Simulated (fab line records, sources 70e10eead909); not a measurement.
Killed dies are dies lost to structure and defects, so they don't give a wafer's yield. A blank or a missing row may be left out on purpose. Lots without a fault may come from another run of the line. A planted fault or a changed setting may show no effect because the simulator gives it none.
Problem report in the 8D (eight disciplines) form, filled by code | flow nand_harc | the parts of the form that need people (team, actions taken, sign-off) are left out

1. THE PROBLEM
thk_nm at NHARC_A_ONON_D1_THK_MEAS_02 reads a mean of 654 nm on 6 wafers of 2 lots; wafers without a fault read 1002 nm with a standard deviation of 8.3. That is -42 standard deviations from the usual mean.
The step: measures by ellipsometry.
First seen on wafer L706.1, day 10 07:48, on film_metro-02. The record holds 36 wafers of 12 lots with a number at this step. Rule for "out", or "out of limits": more than 4 standard deviations from the usual mean. The other wafers with a number count as sound.

2. WHAT IT IS AND WHAT IT IS NOT
question                    | is                           | is not
which readings at this step | thk_nm                       | -
which lots                  | L706, L707                   | L700, L701, L703, L705, L716, L718, L719, L721, L722, L723
which wafers of those lots  | all that have a number       | -
read on which gauges        | film_metro-01, film_metro-02 | -
when                        | from day 10 07:48            | up to then (12 sound wafers); but 18 sound wafers of L716, L718, L719, L721, L722, L723 came after

3. SUSPECTS, AND WHAT RULES EACH OUT
Counting: a tool at a process step up to the reading stays a suspect if it ran every lot that is out and no sound lot after the first of them.
- the gauge at NHARC_A_ONON_D1_THK_MEAS_02: ruled out. The wafers that are out were read on 2 gauges (film_metro-01, film_metro-02).
- rie_diel-03 at NHARC_A_ZERO_WELL_ETCH_19 (etches the open film in N2/H2, target depth 80 nm, overetch 24 nm, time 87.88 s): ruled out as a lasting fault. Sound lots L718, L721, L722, L723 ran on it after its first lot that is out, L706 (day 9 10:03).
- rtp_anneal-02 at NHARC_A_ZERO_WELL_RTA_16 (time 10 s): ruled out as a lasting fault. Sound lots L716, L718, L723 ran on it after its first lot that is out, L706 (day 9 11:04).
- pecvd_onon-02 at NHARC_A_ONON_D1_DEP_00 (target thk 1000 nm): ruled out as a lasting fault. Sound lots L716, L718, L722, L723 ran on it after its first lot that is out, L706 (day 10 07:17).
Left after counting: nothing in the record.

4. THE CAUSE (what the simulator had put in)
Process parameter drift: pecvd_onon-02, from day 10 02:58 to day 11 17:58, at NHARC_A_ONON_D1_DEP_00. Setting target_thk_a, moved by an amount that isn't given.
Counting ruled it out, wrongly: the rule takes a fault to strike every lot that its tool runs from its start on, and this one did not.

5. THE CHAIN OF EFFECTS, in route order
Each row: a reading whose mean over the struck wafers that have a number lies more than 3 standard deviations from the usual. Only readings for which the record gives a usual standard deviation are gone through. hours: the time from each lot's start at the first step in this table that gives one to its start at this step, as a median over the lots. sigmas: the change in usual standard deviations.
hours | step                        | reading         | usual   | on struck wafers | change | sigmas
0     | NHARC_A_ONON_D1_THK_MEAS_02 | thk_nm          | 1002 nm | 654              | -348   | -42
405   | NHARC_END_SORT_01           | killed_at_array | 55      | 672              | +617   | +31
405   | NHARC_END_SORT_01           | killed_dies     | 60      | 677              | +617   | +32

6. WHAT WOULD HAVE CAUGHT IT SOONER
In this record the first reading out of limits at a measuring or inspecting step was taken at day 10 07:48, 5 hours after the fault began at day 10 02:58.
